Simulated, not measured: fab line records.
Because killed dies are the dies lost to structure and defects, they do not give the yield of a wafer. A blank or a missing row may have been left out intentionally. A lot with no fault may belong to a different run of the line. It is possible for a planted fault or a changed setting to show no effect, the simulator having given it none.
Matching of chambers + flow n5Finfet + N5_BEOL_M0_SAQP_STRIP_86 on rieDiel-03 has 4 sister chambers
The step strips in N2/H2. 16 wafers are shown with their chamber, then 8 later ones without.

## EACH WAFER AND ITS CHAMBER
| wafer  | chamber | drypumpMotorCurrentA (A) | showerheadPlenumPTorr (Torr) | throttleValvePct (%) |
|--------|---------|--------------------------|------------------------------|----------------------|
| L079.1 | 3       | 6.4                      | 3.47                         | 20.3                 |
| L079.4 | 0       | 5.1                      | 3.36                         | 19.1                 |
| L079.6 | 3       | 6.4                      | 3.47                         | 20.3                 |
| L080.4 | 3       | 6.5                      | 3.47                         | 20.3                 |
| L080.5 | 1       | 5.4                      | 3.56                         | 18.9                 |
| L080.6 | 2       | 5.3                      | 3.33                         | 18.8                 |
| L081.3 | 0       | 5.1                      | 3.36                         | 19.1                 |
| L081.5 | 0       | 5.1                      | 3.36                         | 19.2                 |
| L081.6 | 3       | 6.3                      | 3.46                         | 20.3                 |
| L084.1 | 0       | 5.1                      | 3.36                         | 19.2                 |
| L084.4 | 3       | 6.4                      | 3.46                         | 20.4                 |
| L084.6 | 2       | 5.3                      | 3.33                         | 18.4                 |
| L086.2 | 1       | 5.4                      | 3.55                         | 18.9                 |
| L086.3 | 0       | 5.1                      | 3.36                         | 19.2                 |
| L086.4 | 2       | 5.3                      | 3.33                         | 18.4                 |
| L090.1 | 0       | 5.1                      | 3.35                         | 19.2                 |

SIGNATURES (means of the wafers above)
| reading               | chamber 0 | chamber 1 | chamber 2 | chamber 3 | scatter within a chamber |
|-----------------------|-----------|-----------|-----------|-----------|--------------------------|
| drypumpMotorCurrentA  | 5.100     | 5.400     | 5.300     | 6.400     | 0.0408                   |
| showerheadPlenumPTorr | 3.3583    | 3.5550    | 3.3300    | 3.4660    | 0.00459                  |
| throttleValvePct      | 19.167    | 18.900    | 18.533    | 20.320    | 0.103                    |
Rule: distance of a wafer from a chamber = root of the sum over the readings of ((wafer's reading minus chamber's mean) / reading's scatter) squared. If the next closest chamber is less than 2 further off than the closest, the wafer can't be placed; otherwise it belongs to the closest. The scatter: take each reading less its chamber's mean, square it, sum over the shown wafers, divide by the number of wafers less the number of chambers, and take the root.

## WAFERS WHOSE CHAMBER IS MISSING
| wafer  | drypumpMotorCurrentA (A) | showerheadPlenumPTorr (Torr) | throttleValvePct (%) |
|--------|--------------------------|------------------------------|----------------------|
| L090.3 | 5.3                      | 3.32                         | 18.4                 |
| L090.6 | 5.4                      | 3.54                         | 18.9                 |
| L092.1 | 5.1                      | 3.35                         | 19.2                 |
| L092.2 | 6.4                      | 3.45                         | 20.4                 |
| L092.3 | 5.3                      | 3.32                         | 18.4                 |
| L093.1 | 5.3                      | 3.32                         | 18.4                 |
| L093.3 | 6.4                      | 3.45                         | 20.4                 |
| L093.4 | 5.4                      | 3.54                         | 18.9                 |

## WHICH CHAMBER EACH ONE RAN IN
| wafer  | from the rows above | in truth |
|--------|---------------------|----------|
| L090.3 | 2                   | 2        |
| L090.6 | 1                   | 1        |
| L092.1 | 0                   | 0        |
| L092.2 | 3                   | 3        |
| L092.3 | 2                   | 2        |
| L093.1 | 2                   | 2        |
| L093.3 | 3                   | 3        |
| L093.4 | 1                   | 1        |
Placed correctly: 8 of 8. Number that these rows cannot place: 0. 0 placed wrongly.
